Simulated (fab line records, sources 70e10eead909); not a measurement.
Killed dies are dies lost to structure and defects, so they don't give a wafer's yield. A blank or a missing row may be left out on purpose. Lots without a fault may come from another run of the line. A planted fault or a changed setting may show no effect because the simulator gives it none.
fab line records | flow nand_harc
record lots=24 wafers=72 last_day=32
route steps=1302 shown A_STAIRCASE@701
lots that met no fault: from a run of the same line without faults
start_h: hours from the record's first day to the start of the lot's first wafer shown | wait_h: hours since the lot's step before | " the same as in the row above | L1.1+2: a row that stands for several wafers | - no value, or no start given | * or withheld: withheld | < > ~ a bound
route shown NAME@n: a module of which the file shows steps, and the number in the route of the first | usual: mean/standard deviation of fault-free wafers | same: alike in all rows | chamber/n: place in a boat | sites: the reading at each site | _std_site: their standard deviation | _edge_site: outer sites' mean less inner sites' | radius_mm: how far each site lies from the wafer's centre | mask NAME#n: copy n | behind: the tool/chamber that last shaped the wafer | hold: why the lot was held/for how many hours/how that ended | device: the transistor (n, p or np) that didn't switch | end of line: the same wafers' tests at the end of the route | a step without rows: its recipe alone | killed: dies lost to structure and defects at the first sort, not the wafer's yield | map: a wafer's dies, x killed, . not, _ none there
set.NAME: the setting as run; set.NAME@STEP: as run at that earlier step | model.NAME: the simulator's own value behind a step, which no gauge read
steps of the route over a sample of lots; a table a step, a row a wafer
services: from which hour (start_h, from the record's first day; less than 0 if before it) a tool's chamber was out of use, for how many hours, and why
## steps
# step NHARC_A_STAIRCASE_TRIM_187
# recipe time_s=211.2 o2_flow_sccm=500 ar_flow_sccm=0 bias_w=0 chemistry=O2
# usual drypump_motor_current_A=5.9/0.44 oes_product_au=1.004/0.015 rf_vpp_V=57.7/0.9 showerhead_plenum_p_Torr=3.55/0.17 throttle_valve_pct=17.035/0.0097
# columns lot.wafer tool chamber start_h wait_h drypump_motor_current_A oes_product_au rf_hours_counter_h rf_vpp_V showerhead_plenum_p_Torr throttle_valve_pct
L074.1 rie_diel-08 0 355.97 0.1 6.1 1.035 55 56.7 3.29 17.034
L074.2 " 3 " " 5.1 1.017 53 59.5 3.62 17.029
L074.6 " 1 " " 5.5 1.017 - 57.5 3.56 17.033
L075.4 rie_diel-06 2 379.46 0.1 6.3 1.011 24 58.9 3.79 17.045
L075.1 " 1 " " 5.6 0.996 18 57.4 3.37 17.040
L075.5 " 3 " " 6.3 1.008 - 56.6 3.44 17.039
L076.4 rie_diel-08 0 381.81 0.1 6.1 1.011 2 57.6 3.81 17.038
L076.1 " 1 " " 5.5 1.014 2 58.0 3.56 17.033
L076.5 " 1 " " 5.5 1.012 - 58.0 3.56 17.029
L077.4 rie_diel-08 0 383.71 0.1 6.0 1.015 3 59.6 3.81 17.025
L077.2 " 1 " " 5.5 1.010 3 58.5 3.56 17.041
L077.5 " 3 " " 5.1 1.001 - 57.7 3.61 17.036
L078.2 rie_diel-06 2 395.00 0.1 6.3 1.003 29 58.7 3.79 17.032
L078.1 " 0 " " 6.2 1.026 23 57.7 3.44 17.040
L078.6 " 3 " " 6.2 0.993 - 55.9 3.43 17.045
L079.4 rie_diel-06 0 409.14 0.1 6.1 1.029 26 57.8 3.44 17.036
L079.2 " 2 " " 6.3 1.004 32 58.8 3.79 17.036
L079.5 " 1 " " 5.5 0.998 - 57.4 3.37 17.010
L080.1 rie_diel-10 0 415.39 0.1 5.0 1.003 52 57.9 3.78 17.032
L080.2 " 1 " " 5.5 1.014 54 58.4 3.74 17.025
L080.6 " 3 " " 5.8 0.997 - 57.7 3.56 17.041
L081.4 rie_diel-06 2 420.69 0.3 6.3 0.995 35 56.0 3.79 17.038
L081.1 " 1 " " 5.6 0.994 29 58.0 3.36 17.033
L081.5 " 3 " " 6.2 1.002 - 57.0 3.43 17.040
L082.4 rie_diel-06 3 437.77 0.1 6.2 1.003 45 56.9 3.43 17.054
L082.3 " 1 " " 5.6 1.008 37 57.5 3.36 17.039
L082.5 " 2 " " 6.4 1.004 - 58.3 3.78 17.034
L083.4 rie_diel-06 3 450.00 0.1 6.2 0.998 47 58.2 3.43 17.024
L083.3 " 0 " " 6.1 1.028 38 57.7 3.43 17.027
L083.6 " 2 " " 6.4 0.998 - 58.1 3.78 17.049
L084.4 rie_diel-08 3 462.55 0.1 5.1 0.981 32 58.0 3.60 17.032
L084.1 " 0 " " 6.1 1.016 30 59.4 3.79 17.030
L084.5 " 3 " " 5.1 0.990 - 58.2 3.60 17.045
L085.3 rie_diel-06 1 473.66 0.1 5.6 0.990 44 56.7 3.36 17.016
L085.2 " 2 " " 6.4 1.001 58 59.1 3.77 17.052
L085.6 " 0 " " 6.2 1.015 - 56.7 3.43 17.023
L087.1 rie_diel-10 2 474.01 0.1 5.1 0.991 13 58.4 3.77 17.030
L087.3 " 3 " " 5.8 0.989 14 57.1 3.55 17.043
L087.2 " 0 " " 5.0 0.987 14 58.3 3.77 17.048
L086.3 rie_diel-08 2 474.20 0.1 6.3 1.013 35 57.8 3.53 17.037
L086.4 " 3 " " 5.1 0.973 36 57.0 3.60 17.046
L086.1 " 0 " " 6.1 1.016 33 57.0 3.79 17.036
L088.2 rie_diel-06 3 510.71 0.1 6.2 0.983 6 57.7 3.41 17.042
L088.5 " 3 " " 6.3 0.976 - 56.4 3.41 17.022
L088.6 " 0 " " 6.2 0.993 - 57.7 3.42 17.030
L089.4 rie_diel-06 1 512.06 0.1 5.6 1.020 7 57.4 3.35 17.042
L089.2 " 0 " " 6.1 0.998 8 58.3 3.42 17.029
L089.5 " 2 " " 6.4 0.989 - 58.6 3.77 17.038
L091.3 rie_diel-06 0 518.79 0.1 6.1 1.002 14 58.5 3.42 17.020
L091.2 " 1 " " 5.6 1.035 11 56.0 3.35 17.051
L091.4 " 3 " " 6.2 0.977 13 57.7 3.41 17.034
L090.2 rie_diel-06 0 519.12 0.1 6.1 0.999 14 56.3 3.42 17.014
L090.4 " 3 " " 6.2 0.986 13 56.1 3.41 17.040
L090.5 " 0 " " 6.1 0.992 - 57.4 3.42 17.029
L092.2 rie_diel-08 1 540.14 0.1 5.5 1.002 58 57.8 3.53 17.033
L092.4 " 3 " " 5.1 0.992 - 58.4 3.58 17.070
L092.6 " 0 " " 6.0 1.027 - 59.2 3.77 17.026
L093.1 rie_diel-06 0 540.67 0.1 6.1 0.999 25 58.6 3.41 17.045
L093.2 " 1 " " 5.5 1.019 23 54.9 3.34 17.032
L093.5 " 3 " " 6.3 0.964 - 59.5 3.41 17.043
L094.3 rie_diel-10 3 548.34 0.1 5.7 0.982 31 57.4 3.54 17.025
L094.2 " 0 " " 5.0 1.000 30 58.4 3.76 17.049
L094.1 " 1 " " 5.5 1.002 24 59.3 3.73 17.032
L095.1 rie_diel-06 2 559.58 0.1 6.4 0.982 26 58.4 3.76 17.035
L095.2 " 0 " " 6.1 0.997 34 58.0 3.41 17.019
L095.6 " 1 " " 5.5 1.032 - 57.3 3.34 17.020
L096.1 rie_diel-06 2 571.39 0.1 6.4 0.997 30 60.0 3.76 17.047
L096.4 " 3 " " 6.2 1.003 32 56.7 3.40 17.042
L096.6 " 2 " " 6.4 0.994 - 57.5 3.76 17.035
L097.1 rie_diel-06 3 577.48 0.1 6.2 0.994 33 57.4 3.40 17.024
L097.3 " 0 " " 6.1 1.009 38 58.3 3.41 17.036
L097.5 " 2 " " 6.4 0.986 - 57.4 3.76 17.042
# step NHARC_A_STAIRCASE_TRIM_222
# recipe time_s=211.2 o2_flow_sccm=500 ar_flow_sccm=0 bias_w=0 chemistry=O2
# usual drypump_motor_current_A=5.8/0.49 oes_product_au=1.003/0.016 rf_vpp_V=57.9/0.99 showerhead_plenum_p_Torr=3.58/0.15 throttle_valve_pct=17.036/0.009
# columns lot.wafer tool chamber start_h wait_h drypump_motor_current_A oes_product_au rf_hours_counter_h rf_vpp_V showerhead_plenum_p_Torr throttle_valve_pct
L074.1 rie_diel-08 3 - - 5.1 1.015 55 59.6 3.62 17.019
L074.2 " 2 " " 6.3 0.996 48 58.6 3.55 17.041
L074.6 " 0 " " 6.1 1.035 - 57.5 3.29 17.047
L075.1 rie_diel-08 3 - - 5.1 0.996 2 57.5 3.61 17.030
L075.4 " 0 " " 6.1 1.022 3 57.1 3.81 17.029
L075.5 " 3 " " 5.1 1.004 - 58.7 3.62 17.024
L076.1 rie_diel-10 0 - - 5.0 1.010 45 59.1 3.78 17.033
L076.4 " 2 " " 5.1 1.025 42 58.9 3.78 17.028
L076.5 " 3 " " 5.7 0.993 - 56.9 3.56 17.036
L077.2 rie_diel-10 0 - - 5.0 1.013 46 57.6 3.78 17.036
L077.4 " 1 " " 5.5 1.021 48 57.9 3.75 17.037
L077.5 " 3 " " 5.8 0.993 - 58.7 3.56 17.050
L078.2 rie_diel-08 2 - - 6.3 1.034 8 58.2 3.54 17.042
L078.1 " 0 " " 6.1 1.004 7 58.2 3.80 17.040
L078.6 " 2 " " 6.3 1.025 - 57.2 3.54 17.038
L079.4 rie_diel-08 2 - - 6.4 1.018 11 58.9 3.54 17.006
L079.2 " 0 " " 6.0 1.004 11 58.4 3.80 17.043
L079.5 " 3 " " 5.1 0.993 - 57.5 3.61 17.051
L080.2 rie_diel-08 1 - - 5.5 1.023 11 58.0 3.55 17.035
L080.1 " 3 " " 5.1 1.004 14 58.4 3.61 17.019
L080.6 " 1 " " 5.5 1.007 - 57.7 3.55 17.028
L081.4 rie_diel-06 2 - - 6.4 1.006 40 57.7 3.79 17.047
L081.1 " 0 " " 6.2 1.023 32 56.3 3.44 17.042
L081.5 " 2 " " 6.4 1.003 - 59.8 3.78 17.034
L082.4 rie_diel-08 2 - - 6.3 1.011 20 57.8 3.54 17.048
L082.3 " 3 " " 5.1 0.995 22 58.7 3.60 17.048
L082.5 " 0 " " 6.0 1.011 - 58.7 3.80 17.018
L083.3 rie_diel-08 2 - - 6.3 1.016 28 58.1 3.53 17.026
L083.4 " 3 " " 5.1 0.990 30 58.0 3.60 17.043
L083.6 " 1 " " 5.5 1.000 - 58.5 3.55 17.036
L084.1 rie_diel-10 2 - - 5.1 1.003 11 58.2 3.77 17.044
L084.5 " 3 " " 5.8 0.987 - 57.8 3.55 17.032
L084.4 " 0 " " 5.0 0.996 - 58.8 3.77 17.041
L085.3 rie_diel-06 3 - - 6.2 0.995 61 55.0 3.42 17.020
L085.2 " 0 " " 6.1 1.008 51 56.5 3.43 17.026
L085.6 " 3 " " 6.2 1.004 - 57.7 3.42 17.055
L087.1 rie_diel-10 0 - - 5.0 0.994 15 58.5 3.77 17.037
L087.2 " 2 " " 5.1 1.000 14 58.0 3.77 17.046
L087.3 " 3 " " 5.8 0.986 15 57.1 3.55 17.024
L086.3 rie_diel-10 0 - - 5.0 0.996 15 58.8 3.77 17.036
L086.1 " 2 " " 5.1 1.000 14 57.3 3.77 17.041
L086.4 " 3 " " 5.8 0.984 - 58.6 3.55 17.040
L088.2 rie_diel-06 3 - - 6.2 0.982 12 57.5 3.41 17.032
L088.6 " 1 " " 5.5 1.018 - 57.2 3.35 17.024
L088.5 " 2 " " 6.4 0.995 - 60.4 3.77 17.040
L089.4 rie_diel-06 0 - - 6.2 0.993 14 56.9 3.42 17.020
L089.2 " 1 " " 5.6 1.009 12 57.6 3.35 17.047
L089.5 " 3 " " 6.2 0.973 - 58.0 3.41 17.033
L091.4 rie_diel-08 3 - - 5.1 0.985 56 59.1 3.59 17.044
L091.3 " 0 " " 6.1 1.022 54 59.4 3.78 17.028
L091.2 " 1 " " 5.5 0.992 52 58.3 3.53 17.037
L090.2 rie_diel-08 0 - - 6.0 1.015 55 56.4 3.78 17.032
L090.4 " 1 " " 5.5 1.008 53 58.1 3.53 17.036
L090.5 " 0 " " 6.1 1.021 - 59.1 3.78 17.038
L092.4 rie_diel-06 2 - - 6.3 0.985 21 59.8 3.76 17.015
L092.2 " 1 " " 5.6 1.037 24 58.2 3.34 17.035
L092.6 " 2 " " 6.4 0.991 - 59.1 3.76 17.020
L093.2 rie_diel-06 2 - - 6.3 0.997 21 58.5 3.76 17.026
L093.1 " 3 " " 6.2 0.982 24 57.4 3.40 17.032
L093.5 " 2 " " 6.3 0.982 - 60.3 3.76 17.022
L094.3 rie_diel-06 1 - - 5.5 1.030 27 57.6 3.34 17.029
L094.1 " 3 " " 6.2 0.979 26 57.7 3.40 17.047
L094.2 " 0 " " 6.2 1.011 29 57.0 3.41 17.048
L095.2 rie_diel-08 1 - - 5.5 0.977 4 57.5 3.53 17.033
L095.1 " 0 " " 6.0 1.023 4 56.9 3.77 17.035
L095.6 " 1 " " 5.5 0.988 - 57.3 3.53 17.063
L096.4 rie_diel-06 0 - - 6.1 1.000 38 56.5 3.41 17.044
L096.1 " 1 " " 5.6 1.031 34 56.5 3.34 17.044
L096.6 " 3 " " 6.2 0.982 - 56.1 3.40 17.020
L097.1 rie_diel-06 3 - - 6.2 0.986 34 57.1 3.40 17.032
L097.3 " 0 " " 6.2 0.990 39 56.3 3.41 17.039
L097.5 " 2 " " 6.4 0.979 - 58.3 3.76 17.032
# step NHARC_A_STAIRCASE_ETCH_227
# recipe target_depth_a=1000 time_s=40.5 ion_energy_ev=400 c4f8_flow_sccm=20 o2_flow_sccm=10 ar_flow_sccm=withheld rf_w=600 bias_w=1000 chemistry=C4F8/O2
# usual oes_product_au=0.944/0.017 rf_vpp_V=897/5.5
# columns lot.wafer tool chamber start_h wait_h oes_product_au rf_hours_counter_h rf_vpp_V
L074.2 rie_diel-08 3 - - 0.951 55 899
L074.1 " 2 " " 0.969 49 897
L074.6 " 0 " " 0.969 - 886
L075.4 rie_diel-08 3 - - 0.933 3 899
L075.1 " 0 " " 0.954 3 905
L075.5 " 2 " " 0.973 - 897
L076.4 rie_diel-10 0 - - 0.939 45 906
L076.1 " 2 " " 0.964 42 906
L076.5 " 0 " " 0.952 - 907
L077.4 rie_diel-10 3 - - 0.942 48 897
L077.2 " 2 " " 0.973 43 904
L077.5 " 3 " " 0.949 - 897
L078.1 rie_diel-08 1 - - 0.963 7 897
L078.2 " 2 " " 0.962 8 895
L078.6 " 1 " " 0.964 - 897
L079.2 rie_diel-08 3 - - 0.939 12 898
L079.4 " 1 " " 0.954 10 896
L079.5 " 3 " " 0.939 - 900
L080.2 rie_diel-08 3 - - 0.944 14 900
L080.1 " 0 " " 0.948 13 905
L080.6 " 3 " " 0.936 - 898
L081.1 rie_diel-06 3 - - 0.951 41 892
L081.4 " 0 " " 0.972 32 892
L081.5 " 3 " " 0.966 - 893
L082.4 rie_diel-08 1 - - 0.961 21 895
L082.3 " 2 " " 0.963 20 897
L082.5 " 2 " " 0.959 - 895
L083.3 rie_diel-08 1 - - 0.931 27 897
L083.4 " 3 " " 0.924 30 899
L083.6 " 1 " " 0.926 - 896
L084.1 rie_diel-10 3 - - 0.931 13 896
L084.5 " 3 " " 0.938 - 896
L084.4 " 0 " " 0.933 - 904
L085.2 rie_diel-06 0 - - 0.971 51 894
L085.3 " 1 " " 0.947 46 891
L085.6 " 0 " " 0.956 - 891
L087.1 rie_diel-10 3 - - 0.931 16 896
L087.2 " 0 " " 0.938 16 905
L087.3 " 2 " " 0.948 15 905
L086.3 rie_diel-10 3 - - 0.935 16 896
L086.1 " 0 " " 0.928 16 905
L086.4 " 2 " " 0.936 - 906
L088.2 rie_diel-06 2 - - 0.927 10 905
L088.6 " 3 " " 0.917 - 892
L088.5 " 0 " " 0.927 - 891
L089.2 rie_diel-06 1 - - 0.959 13 889
L089.4 " 2 " " 0.936 11 903
L089.5 " 3 " " 0.919 - 890
L091.3 rie_diel-08 3 - - 0.911 57 898
L091.4 " 0 " " 0.942 55 905
L091.2 " 2 " " 0.939 55 897
L090.4 rie_diel-08 2 - - 0.945 55 897
L090.2 " 3 " " 0.922 57 898
L090.5 " 3 " " 0.928 - 898
L092.4 rie_diel-06 1 - - 0.951 24 890
L092.2 " 3 " " 0.914 23 892
L092.6 " 1 " " 0.959 - 889
L093.2 rie_diel-06 0 - - 0.927 28 892
L093.1 " 3 " " 0.915 24 891
L093.5 " 0 " " 0.939 - 892
L094.3 rie_diel-06 3 - - 0.912 26 893
L094.2 " 0 " " 0.932 29 891
L094.1 " 1 " " 0.967 27 889
L095.1 rie_diel-08 1 - - 0.935 4 895
L095.2 " 2 " " 0.960 6 896
L095.6 " 1 " " 0.927 - 896
L096.4 rie_diel-06 3 - - 0.937 33 890
L096.1 " 1 " " 0.972 34 889
L096.6 " 0 " " 0.936 - 892
L097.1 rie_diel-06 1 - - 0.975 36 890
L097.3 " 2 " " 0.934 33 902
L097.5 " 2 " " 0.928 - 905
# step NHARC_A_STAIRCASE_HM_OPEN_460
# recipe o2_flow_sccm=400 cos_flow_sccm=20 ar_flow_sccm=0 rf_w=500 bias_w=300 chemistry=O2/COS
# usual drypump_motor_current_A=5.8/0.48 oes_product_au=1.002/0.016 rf_vpp_V=468/3.1 showerhead_plenum_p_Torr=3.17/0.14 throttle_valve_pct=28.330/0.009
# columns lot.wafer tool chamber start_h wait_h drypump_motor_current_A oes_product_au rf_hours_counter_h rf_vpp_V showerhead_plenum_p_Torr throttle_valve_pct
L074.2 rie_diel-10 2 - - 5.1 1.030 38 473 3.35 28.332
L074.1 " 3 " " 5.7 0.996 41 469 3.16 28.342
L074.6 " 2 " " 5.1 1.029 - 472 3.35 28.338
L075.1 rie_diel-06 0 - - 6.1 1.038 24 464 3.04 28.344
L075.4 " 1 " " 5.5 0.999 23 464 2.98 28.322
L075.5 " 1 " " 5.5 0.982 - 463 2.98 28.338
L076.1 rie_diel-10 0 - - 5.0 1.006 48 472 3.35 28.334
L076.4 " 1 " " 5.5 1.005 51 470 3.32 28.328
L076.5 " 3 " " 5.7 0.995 - 469 3.15 28.333
L077.2 rie_diel-06 0 - - 6.1 1.024 25 466 3.05 28.336
L077.4 " 1 " " 5.5 1.002 25 464 2.98 28.312
L077.5 " 3 " " 6.2 1.014 - 467 3.04 28.319
L078.1 rie_diel-08 0 - - 6.1 1.006 11 472 3.37 28.322
L078.2 " 1 " " 5.5 1.000 10 468 3.15 28.314
L078.6 " 0 " " 6.1 0.991 - 472 3.37 28.328
L079.2 rie_diel-10 3 - - 5.8 0.975 0 468 3.15 28.319
L079.4 " 2 " " 5.1 1.000 0 472 3.35 28.323
L079.5 " 0 " " 5.0 0.999 - 473 3.35 28.342
L080.2 rie_diel-06 2 - - 6.3 0.998 46 471 3.35 28.334
L080.1 " 3 " " 6.2 1.009 45 465 3.03 28.329
L080.6 " 3 " " 6.2 0.989 - 467 3.03 28.317
L081.1 rie_diel-06 1 - - 5.5 0.996 40 464 2.97 28.338
L081.4 " 3 " " 6.2 0.982 51 465 3.03 28.311
L081.5 " 1 " " 5.6 0.993 - 465 2.97 28.323
L082.3 rie_diel-08 2 - - 6.3 1.019 30 468 3.13 28.324
L082.4 " 0 " " 6.1 1.020 30 471 3.36 28.332
L082.5 " 2 " " 6.4 1.023 - 467 3.13 28.324
L083.4 rie_diel-08 3 - - 5.1 0.990 35 468 3.18 28.342
L083.3 " 0 " " 6.0 1.016 33 473 3.36 28.330
L083.6 " 3 " " 5.1 0.985 - 469 3.18 28.330
L084.1 rie_diel-10 2 - - 5.1 1.010 16 472 3.34 28.329
L084.5 " 0 " " 5.0 0.992 - 471 3.34 28.316
L084.4 " 3 " " 5.8 1.007 - 469 3.14 28.325
L085.3 rie_diel-08 1 - - 5.5 0.999 40 467 3.13 28.335
L085.2 " 2 " " 6.3 1.007 41 467 3.12 28.324
L085.6 " 2 " " 6.3 1.018 - 466 3.12 28.344
L087.3 rie_diel-06 2 - - 6.4 0.982 1 471 3.34 28.334
L087.1 " 3 " " 6.2 0.990 2 464 3.02 28.340
L087.2 " 1 " " 5.6 1.021 1 464 2.97 28.317
L086.3 rie_diel-06 1 - - 5.5 1.026 1 464 2.96 28.341
L086.1 " 2 " " 6.3 0.997 2 471 3.34 28.341
L086.4 " 0 " " 6.1 1.003 2 465 3.03 28.331
L088.2 rie_diel-10 2 - - 5.1 1.004 22 472 3.33 28.329
L088.5 " 3 " " 5.7 0.999 - 468 3.14 28.328
L088.6 " 0 " " 5.0 0.997 - 471 3.33 28.327
L089.4 rie_diel-06 3 - - 6.2 0.973 20 465 3.01 28.336
L089.2 " 1 " " 5.6 1.027 21 462 2.96 28.324
L089.5 " 3 " " 6.2 0.974 - 466 3.01 28.329
L091.2 rie_diel-06 1 - - 5.6 1.020 22 463 2.96 28.335
L091.4 " 2 " " 6.3 0.979 19 471 3.33 28.336
L091.3 " 3 " " 6.2 0.968 21 466 3.01 28.327
L090.4 rie_diel-10 0 - - 5.0 0.998 27 471 3.33 28.348
L090.2 " 1 " " 5.5 1.002 20 470 3.30 28.325
L090.5 " 3 " " 5.8 0.992 - 468 3.14 28.324
L093.1 rie_diel-06 2 - - 6.4 0.998 27 472 3.33 28.331
L093.2 " 0 " " 6.1 1.011 35 466 3.01 28.331
L093.5 " 0 " " 6.1 1.002 - 465 3.01 28.324
L092.2 rie_diel-10 2 - - 5.1 1.009 38 471 3.33 28.316
L092.4 " 0 " " 5.0 0.991 35 471 3.33 28.325
L092.6 " 3 " " 5.8 0.972 - 466 3.13 28.331
L094.1 rie_diel-08 2 575.72 0.1 6.3 1.022 9 469 3.11 28.329
L094.2 " 3 " " 5.1 1.018 9 468 3.16 28.339
L094.3 " 2 " " 6.3 1.009 - 468 3.11 28.328
L095.2 rie_diel-06 3 - - 6.2 0.984 35 465 3.01 28.343
L095.1 " 0 " " 6.1 0.997 40 466 3.01 28.322
L095.6 " 1 " " 5.6 1.015 - 462 2.95 28.333
L096.4 rie_diel-06 1 - - 5.5 1.028 42 464 2.95 28.347
L096.1 " 2 " " 6.3 0.984 38 471 3.32 28.319
L096.6 " 1 " " 5.6 1.031 - 462 2.95 28.335
L097.1 rie_diel-10 2 - - 5.1 1.000 49 471 3.32 28.333
L097.3 " 0 " " 5.0 0.996 49 470 3.32 28.342
L097.5 " 3 " " 5.7 0.982 - 467 3.12 28.327
# step NHARC_A_STAIRCASE_ETCH_294
# recipe target_depth_a=49890 time_s=1211.6 ion_energy_ev=800 c4f8_flow_sccm=80 o2_flow_sccm=60 ar_flow_sccm=withheld rf_w=600 bias_w=3000 chemistry=C4F8/O2/Ar
# usual oes_product_au=0.934/0.015 rf_vpp_V=1830/12
# columns lot.wafer tool chamber start_h wait_h oes_product_au rf_hours_counter_h rf_vpp_V
L074.1 rie_diel-10 2 - - 0.958 39 1845
L074.2 " 0 " " 0.948 40 1845
L074.6 " 3 " " 0.924 - 1829
L075.1 rie_diel-06 1 - - 0.920 23 1814
L075.4 " 2 " " 0.931 30 1845
L075.5 " 1 " " 0.929 - 1814
L076.4 rie_diel-10 2 - - 0.951 46 1844
L076.1 " 1 " " 0.937 51 1842
L076.5 " 3 " " 0.930 - 1830
L077.4 rie_diel-06 2 - - 0.921 31 1846
L077.2 " 1 " " 0.927 25 1815
L077.5 " 3 " " 0.933 - 1818
L078.2 rie_diel-08 0 - - 0.935 11 1847
L078.1 " 2 " " 0.950 11 1829
L078.6 " 0 " " 0.937 - 1847
L079.4 rie_diel-10 1 - - 0.922 0 1843
L079.2 " 2 " " 0.950 0 1846
L079.5 " 1 " " 0.934 - 1842
L080.1 rie_diel-06 0 - - 0.948 37 1820
L080.2 " 2 " " 0.918 47 1845
L080.6 " 0 " " 0.955 - 1819
L081.4 rie_diel-06 0 - - 0.956 41 1819
L081.1 " 2 " " 0.932 53 1845
L081.5 " 3 " " 0.922 - 1818
L082.4 rie_diel-08 2 - - 0.951 30 1827
L082.3 " 0 " " 0.942 30 1845
L082.5 " 2 " " 0.946 - 1826
L083.4 rie_diel-08 2 - - 0.949 34 1826
L083.3 " 3 " " 0.923 35 1831
L083.6 " 3 " " 0.912 - 1832
L084.1 rie_diel-10 2 - - 0.932 16 1844
L084.4 " 3 " " 0.926 - 1828
L084.5 " 0 " " 0.922 - 1844
L085.2 rie_diel-08 1 - - 0.939 40 1827
L085.3 " 2 " " 0.948 41 1828
L085.6 " 1 " " 0.944 - 1828
L087.1 rie_diel-06 3 - - 0.920 2 1819
L087.3 " 0 " " 0.942 2 1819
L087.2 " 1 " " 0.968 1 1813
L086.3 rie_diel-06 3 - - 0.920 3 1818
L086.1 " 0 " " 0.930 2 1819
L086.4 " 1 " " 0.946 2 1813
L089.4 rie_diel-06 1 - - 0.943 21 1812
L089.2 " 0 " " 0.918 24 1818
L089.5 " 1 " " 0.952 - 1812
L088.2 rie_diel-10 2 - - 0.918 26 1845
L088.5 " 0 " " 0.927 - 1844
L088.6 " 1 " " 0.919 - 1842
L091.3 rie_diel-06 1 - - 0.954 22 1815
L091.2 " 3 " " 0.912 22 1820
L091.4 " 0 " " 0.940 25 1817
L090.4 rie_diel-10 1 - - 0.946 21 1842
L090.2 " 2 " " 0.946 27 1844
L090.5 " 0 " " 0.943 - 1845
L093.1 rie_diel-06 1 - - 0.960 31 1812
L093.2 " 2 " " 0.932 27 1843
L093.5 " 0 " " 0.937 - 1817
L092.2 rie_diel-10 3 - - 0.909 36 1828
L092.4 " 1 " " 0.916 31 1841
L092.6 " 3 " " 0.915 - 1826
L094.2 rie_diel-08 2 - - 0.941 9 1827
L094.1 " 3 " " 0.948 10 1831
L094.3 " 0 " " 0.978 5 1844
L095.1 rie_diel-06 0 - - 0.917 40 1817
L095.2 " 3 " " 0.936 35 1816
L095.6 " 1 " " 0.949 - 1813
L096.1 rie_diel-06 0 - - 0.934 46 1818
L096.4 " 1 " " 0.957 43 1811
L096.6 " 1 " " 0.965 - 1812
L097.3 rie_diel-06 0 - - 0.914 47 1818
L097.1 " 1 " " 0.945 44 1812
L097.5 " 3 " " 0.911 - 1818
# step NHARC_A_STAIRCASE_HM_DEP_462
# recipe target_thk_a=8000 temp_c=400 material=aC
# usual throttle_valve_pct=34.999/0.0097
# columns lot.wafer tool chamber start_h wait_h throttle_valve_pct
L074.1 acl_dep-02 0 382.98 1.9 35.000
L074.2 " 0 " " 34.994
L074.6 " 0 384.52 3.4 35.000
L075.1 acl_dep-01 0 404.09 4.0 34.993
L075.4 " 0 " " 35.013
L075.5 " 0 " " 35.007
L076.1 acl_dep-03 0 405.05 3.3 34.998
L076.4 " 0 " " 34.996
L076.5 " 0 " " 35.007
L077.2 acl_dep-03 0 408.92 1.7 35.001
L077.4 " 0 " " 34.986
L077.5 " 0 " " 35.008
L078.1 acl_dep-03 0 416.71 0.1 35.001
L078.2 " 0 " " 34.999
L078.6 " 0 418.25 1.6 34.980
L079.2 acl_dep-03 0 435.85 4.6 34.998
L079.4 " 0 " " 34.995
L079.5 " 0 " " 35.011
L080.1 acl_dep-01 0 449.50 7.1 35.000
L080.2 " 0 " " 34.995
L080.6 " 0 451.05 8.6 34.990
L081.1 acl_dep-01 0 456.44 0.4 34.991
L081.4 " 0 " " 35.009
L081.5 " 0 " " 35.004
L082.3 acl_dep-01 0 463.40 0.9 35.004
L082.4 " 0 " " 35.018
L082.5 " 0 " " 34.992
L083.3 acl_dep-02 0 475.71 0.7 35.021
L083.4 " 0 " " 34.997
L083.6 " 0 " " 35.002
L084.1 acl_dep-02 0 484.80 1.3 35.013
L084.4 " 0 " " 35.000
L084.5 " 0 " " 35.008
L085.2 acl_dep-02 0 499.98 3.0 34.990
L085.3 " 0 " " 35.000
L085.6 " 0 " " 35.003
L087.1 acl_dep-01 0 502.82 2.6 35.005
L087.2 " 0 " " 35.007
L087.3 " 0 " " 35.017
L086.1 acl_dep-01 0 504.66 2.8 34.988
L086.3 " 0 " " 35.021
L086.4 " 0 " " 34.999
L089.2 acl_dep-03 0 540.56 2.0 35.003
L089.4 " 0 " " 35.016
L089.5 " 0 " " 34.997
L088.2 acl_dep-01 0 542.06 3.4 35.001
L088.5 " 0 " " 34.993
L088.6 " 0 " " 34.998
L091.2 acl_dep-03 0 542.39 2.6 34.998
L091.3 " 0 " " 34.982
L091.4 " 0 " " 34.995
L090.2 acl_dep-02 0 542.97 1.4 34.993
L090.4 " 0 " " 34.996
L090.5 " 0 " " 35.004
L092.2 acl_dep-03 0 566.02 0.4 34.991
L092.4 " 0 " " 35.015
L092.6 " 0 " " 34.998
L093.1 acl_dep-03 0 567.55 1.8 35.016
L093.2 " 0 " " 34.997
L093.5 " 0 " " 35.016
L094.1 acl_dep-03 0 579.87 1.7 35.006
L094.2 " 0 " " 35.006
L094.3 " 0 " " 34.997
L095.1 acl_dep-02 0 585.85 0.1 34.996
L095.2 " 0 " " 34.989
L095.6 " 0 587.39 1.6 35.007
L096.1 acl_dep-01 0 596.59 0.1 34.996
L096.4 " 0 " " 35.009
L096.6 " 0 " " 34.989
L097.1 acl_dep-01 0 598.93 0.1 34.993
L097.3 " 0 " " 35.010
L097.5 " 0 " " 34.981
## services
# columns tool chamber start_h hours kind
rie_diel-06 0 340.94 - clean
rie_diel-06 1 340.94 - clean
rie_diel-06 2 340.94 - clean
rie_diel-06 3 340.94 - clean
rie_diel-08 1 362.69 5.6 repair
rie_diel-06 0 365.86 - clean
rie_diel-06 1 365.86 - clean
rie_diel-06 2 365.86 - clean
rie_diel-06 3 365.86 - clean
rie_diel-08 - 367.84 9.0 pm
acl_dep-01 - 372.13 13.0 pm
rie_diel-06 - 384.12 1.8 repair
rie_diel-10 - 420.00 9.0 pm
acl_dep-02 - 426.38 13.0 pm
rie_diel-10 1 466.77 17.7 repair
rie_diel-06 2 474.45 7.3 repair
acl_dep-03 - 480.08 13.0 pm
rie_diel-06 - 484.37 9.0 pm
rie_diel-10 - 491.56 33.9 repair
rie_diel-08 - 541.65 3.1 repair
rie_diel-08 - 544.84 9.0 pm
acl_dep-01 - 553.13 13.0 pm
rie_diel-06 3 558.29 5.9 repair
rie_diel-10 - 597.01 9.0 pm
## key
fault none
